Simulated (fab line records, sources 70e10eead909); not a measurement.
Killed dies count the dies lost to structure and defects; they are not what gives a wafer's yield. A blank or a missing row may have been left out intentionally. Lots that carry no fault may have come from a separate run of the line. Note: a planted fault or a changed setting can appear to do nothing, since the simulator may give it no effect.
Chamber matching + flow nand-harc + NHARC_A_CONTACT_ETCH_106 on rie-diel-01: 4 sister chambers
The step etches the open film in CF4/O2, target depth 60 nm, overetch 6 nm, time 33 s. 18 wafers are shown with their chamber, then 9 later ones without.

WAFERS, EACH WITH ITS CHAMBER
| wafer  | chamber | showerhead-plenum-p-Torr (Torr) | drypump-motor-current-A (A) | rf-vpp-V (V) |
|--------|---------|---------------------------------|-----------------------------|--------------|
| L074.3 | 1       | 1.38                            | 6.0                         | 199.5        |
| L074.5 | 1       | 1.38                            | 6.0                         | 200.1        |
| L074.6 | 3       | 1.44                            | 5.1                         | 200.9        |
| L076.2 | 0       | 1.27                            | 5.6                         | 196.2        |
| L076.5 | 1       | 1.38                            | 6.0                         | 198.4        |
| L076.6 | 2       | 1.26                            | 5.4                         | 196.4        |
| L083.1 | 1       | 1.38                            | 6.0                         | 200.1        |
| L083.2 | 3       | 1.43                            | 5.0                         | 200.3        |
| L083.5 | 0       | 1.27                            | 5.6                         | 196.4        |
| L085.1 | 1       | 1.37                            | 6.0                         | 198.7        |
| L085.3 | 2       | 1.25                            | 5.4                         | 195.9        |
| L085.6 | 2       | 1.25                            | 5.4                         | 196.5        |
| L087.1 | 3       | 1.43                            | 5.0                         | 201.2        |
| L087.3 | 0       | 1.27                            | 5.5                         | 197.8        |
| L087.5 | 3       | 1.43                            | 5.0                         | 198.9        |
| L086.3 | 0       | 1.27                            | 5.6                         | 196.8        |
| L086.5 | 1       | 1.37                            | 6.0                         | 198.5        |
| L086.6 | 0       | 1.27                            | 5.6                         | 195.9        |

SIGNATURES (means of the wafers above)
| reading                  | chamber 0 | chamber 1 | chamber 2 | chamber 3 | scatter within a chamber |
|--------------------------|-----------|-----------|-----------|-----------|--------------------------|
| showerhead-plenum-p-Torr | 1.2700    | 1.3767    | 1.2533    | 1.4325    | 0.00443                  |
| drypump-motor-current-A  | 5.580     | 6.000     | 5.400     | 5.025     | 0.0333                   |
| rf-vpp-V                 | 196.620   | 199.217   | 196.267   | 200.325   | 0.783                    |
Rule: for a wafer and a chamber, the distance is found by dividing, reading by reading, the gap between the wafer's reading and the chamber's mean by the reading's scatter, squaring, summing and taking the root. If the next closest chamber is less than 2 further off than the closest, the wafer can't be placed; otherwise it belongs to the closest. The scatter is the square root of a quotient: the sum, over the shown wafers, of each reading's squared deviation from its chamber's mean, divided by wafers minus chambers.

WAFERS WITH NO CHAMBER GIVEN
| wafer  | showerhead-plenum-p-Torr (Torr) | drypump-motor-current-A (A) | rf-vpp-V (V) |
|--------|---------------------------------|-----------------------------|--------------|
| L090.1 | 1.37                            | 6.0                         | 198.1        |
| L090.4 | 1.43                            | 5.0                         | 199.7        |
| L090.6 | 1.37                            | 6.0                         | 198.5        |
| L094.2 | 1.37                            | 5.9                         | 199.0        |
| L094.4 | 1.27                            | 5.5                         | 196.3        |
| L094.6 | 1.37                            | 6.0                         | 199.0        |
| L096.1 | 1.43                            | 5.0                         | 200.0        |
| L096.5 | 1.25                            | 5.4                         | 195.5        |
| L096.6 | 1.37                            | 6.0                         | 197.0        |

WHICH CHAMBER EACH ONE RAN IN
| wafer  | from the rows above | in truth |
|--------|---------------------|----------|
| L090.1 | 1                   | 1        |
| L090.4 | 3                   | 3        |
| L090.6 | 1                   | 1        |
| L094.2 | 1                   | 1        |
| L094.4 | 0                   | 0        |
| L094.6 | 1                   | 1        |
| L096.1 | 3                   | 3        |
| L096.5 | 2                   | 2        |
| L096.6 | 1                   | 1        |
Correctly placed: 9 of 9. Left unplaced by these rows: 0. Number placed wrongly: 0.
